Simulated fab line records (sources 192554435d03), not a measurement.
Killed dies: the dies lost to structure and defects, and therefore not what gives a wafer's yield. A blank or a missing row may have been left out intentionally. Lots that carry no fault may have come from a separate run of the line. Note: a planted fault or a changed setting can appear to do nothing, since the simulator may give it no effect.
Which tool was responsible? -- flow n5-finfet -- Sampling: 11 lots, 33 wafers, 4 of 1938 route steps

WHAT THE GAUGES READ, wafer by wafer
Not one reading of a measure or inspect step in the record can be checked against a usual standard deviation.

WHAT TOOL EACH LOT RAN ON (gives the tool, then ch and the chambers of the sampled wafers, and finally the start)
lot,N5_ILD0_CMP_07,N5_PASSIVATION_PECVD_01,N5_PASSIVATION_STRIP_14,N5_PASSIVATION_PROBE_49
L974,"cmp-04 ch 0,1,3, day 3 11:11","pecvd-04 ch 0,1, day 11 06:01","rie-diel-02 ch 0,1,3, day 11 07:07",-
L975,"cmp-02 ch 0,2,3, day 3 23:50","pecvd-04 ch 1,2, day 12 01:30","rie-diel-06 ch 0,2,3, day 12 03:38",-
L976,"cmp-04 ch 0,2, day 4 00:55","pecvd-01 ch 1,2, day 12 06:52","rie-diel-03 ch 1,2,3, day 12 08:41",-
L977,"cmp-03 ch 0,1,3, day 4 07:17","pecvd-02 ch 0,2, day 12 06:20","rie-diel-06 ch 0,1,2, day 12 08:19",-
L985,"cmp-04 ch 0,3, day 6 09:04","pecvd-01 ch 0,1,2, day 14 05:55","rie-diel-02 ch 2,3, day 14 09:36","prober-02, day 14 16:05"
L989,"cmp-02 ch 1,2,3, day 7 11:36","pecvd-02 ch 1,2, day 15 09:30","rie-diel-03 ch 0,2,3, day 15 11:24",-
L991,"cmp-02 ch 0,1, day 7 20:22","pecvd-01 ch 0,1,2, day 16 01:32","rie-diel-03 ch 1,2, day 16 02:20",-
L993,"cmp-02 ch 2,3, day 8 08:53","pecvd-02 ch 0,1, day 16 15:22","rie-diel-06 ch 0,3, day 16 16:56",-
L995,"cmp-04 ch 0,1,2, day 8 20:39","pecvd-01 ch 1,2, day 16 20:56","rie-diel-02 ch 0,1, day 16 22:21",-
L996,"cmp-02 ch 0,2,3, day 9 04:10","pecvd-01 ch 0,1,2, day 16 21:23","rie-diel-03 ch 0,1,2, day 17 00:07",-
L997,"cmp-04 ch 0,1,2, day 9 12:59","pecvd-01 ch 0,1,2, day 17 15:57","rie-diel-02 ch 0,1,2, day 17 17:48",-
- N5_ILD0_CMP_07: polishes SiO2 flowable, stops on poly-Si, t overpolish 1.18 s, target thk 138.88 nm.
- N5_PASSIVATION_PECVD_01: deposits SiNx from SiH4/NH3/N2, target thk 200 nm, time 43.2 s.
- N5_PASSIVATION_STRIP_14: strips in O2.
- N5_PASSIVATION_PROBE_49

AS READ BY THE TOOLS THEMSELVES (means over the sampled wafers that have a number; for cases with no such wafer, the mark the record gives instead)
N5_ILD0_CMP_07. Usual: head-pressure-psi 4.149 psi, standard deviation 0.0097; motor-current-A 12.4 A, standard deviation 0.96.
lot,tool,head-pressure-psi (psi),motor-current-A (A),flag
L974,cmp-04,4.151,11.9,
L975,cmp-02,4.149,12.3,
L976,cmp-04,4.137,12.0,
L977,cmp-03,4.152,12.8,
L985,cmp-04,4.149,11.7,
L989,cmp-02,4.150,12.5,
L991,cmp-02,4.159,12.9,
L993,cmp-02,4.150,12.6,
L995,cmp-04,4.148,11.8,
L996,cmp-02,4.144,12.7,
L997,cmp-04,4.143,11.6,

N5_PASSIVATION_PECVD_01. Usual: heater-power-outer-w 204 W, standard deviation 63; heater-power-w 408 W, standard deviation 90; showerhead-plenum-p-Torr 8.68 Torr, standard deviation 0.09; susceptor-temp-C 399.98 C, standard deviation 0.23; throttle-valve-pct 29.2 %, standard deviation 1.7.
lot,tool,heater-power-outer-w (W),heater-power-w (W),showerhead-plenum-p-Torr (Torr),susceptor-temp-C (C),throttle-valve-pct (%),flag
L974,pecvd-04,217,446,8.75,399.94,29.8,
L975,pecvd-04,286,538,8.64,399.63,28.9,
L976,pecvd-01,195,359,8.56,399.94,27.4,
L977,pecvd-02,163,400,8.73,400.02,29.7,
L985,pecvd-01,185,348,8.65,400.00,28.1,
L989,pecvd-02,183,409,8.71,400.02,28.8,
L991,pecvd-01,217,389,8.65,400.00,28.2,
L993,pecvd-02,106,301,8.71,400.03,32.2,
L995,pecvd-01,228,401,8.55,400.17,27.4,
L996,pecvd-01,218,386,8.66,400.08,28.0,
L997,pecvd-01,217,389,8.64,399.97,28.2,

N5_PASSIVATION_STRIP_14. Usual: drypump-motor-current-A 5.9 A, standard deviation 0.42; oes-product-au 0.79 a.u., standard deviation 0.076; rf-vpp-V 3.8 V, standard deviation 0.95; showerhead-plenum-p-Torr 2.11 Torr, standard deviation 0.085; throttle-valve-pct 16.65 %, standard deviation 0.22.
lot,tool,drypump-motor-current-A (A),oes-product-au (a.u.),rf-vpp-V (V),showerhead-plenum-p-Torr (Torr),throttle-valve-pct (%),flag
L974,rie-diel-02,6.0,0.82,4.1,2.21,16.45,
L975,rie-diel-06,5.7,0.87,3.8,2.13,16.49,
L976,rie-diel-03,5.5,0.78,5.1,2.08,16.80,
L977,rie-diel-06,5.7,0.89,3.8,2.11,16.47,
L985,rie-diel-02,6.0,0.76,4.4,2.06,16.91,
L989,rie-diel-03,5.8,0.81,3.9,2.02,16.70,
L991,rie-diel-03,5.7,0.70,2.3,2.11,16.95,
L993,rie-diel-06,5.9,0.82,2.6,2.14,16.50,
L995,rie-diel-02,6.1,0.74,2.6,2.18,16.48,
L996,rie-diel-03,5.9,0.74,3.6,2.06,16.84,
L997,rie-diel-02,6.1,0.81,4.1,2.19,16.55,

N5_PASSIVATION_PROBE_49. Usual: defect-limited-yield 91.3 %, standard deviation 1.5; killed_at_M0_to_M3 35, standard deviation 10; killed_at_M4_up 13, standard deviation 5.3; killed-at-contacts 12, standard deviation 5.7; killed-at-front-end 39, standard deviation 11; killed-at-other 3.3, standard deviation 2.7; killed-dies 102, standard deviation 18; killed-on-rim 13, standard deviation 4; killed-open 67, standard deviation 13; killed-short 34, standard deviation 7.8; sort_bin_5_function 5.1 %, standard deviation 1; sort_bin_6_memory 3.3 %, standard deviation 0.68; sort-n-pass 1078, standard deviation 18; sort-yield-pct 91.3 %, standard deviation 1.5.
lot,tool,defect-limited-yield (%),killed_at_M0_to_M3,killed_at_M4_up,killed-at-contacts,killed-at-front-end,killed-at-other,killed-dies,killed-on-rim,killed-open,killed-short,sort_bin_5_function (%),sort_bin_6_memory (%),sort-n-pass,sort-yield-pct (%),flag
L985,prober-02,54.0,33,8,6,496,0.3,543,73,57,29,30.1,12.7,637,54.0,OFF

THE ANSWER, worked out from the rows above alone
Rule: a lot counts as off when the mean over its wafers that have a number is more than 3 standard deviations away from the usual mean. Also off: a lot with no number at a reading for which 4 or more lots have one. The other lots that the step has rows for count as sound. First the gauges in route order, then the tools' own readings, where a lot's mean is used as printed above. At the first step where some lot is off, the reading lying furthest off is the one used; lots without a number count as furthest.
Off, at N5_PASSIVATION_PROBE_49 on killed-at-front-end: L985. Neither off nor sound, because the step has no rows for them: L974, L975, L976, L977, L989, L991, L993, L995, L996, L997.
If a tool, at that step or one of the process steps before it, ran each lot that is off and ran no sound lot following the first of them, it fits. Can't be told from this: 4 tools fit, cmp-04 at N5_ILD0_CMP_07, pecvd-01 at N5_PASSIVATION_PECVD_01, rie-diel-02 at N5_PASSIVATION_STRIP_14, prober-02 at N5_PASSIVATION_PROBE_49.

WHAT THE SIMULATOR PUT IN
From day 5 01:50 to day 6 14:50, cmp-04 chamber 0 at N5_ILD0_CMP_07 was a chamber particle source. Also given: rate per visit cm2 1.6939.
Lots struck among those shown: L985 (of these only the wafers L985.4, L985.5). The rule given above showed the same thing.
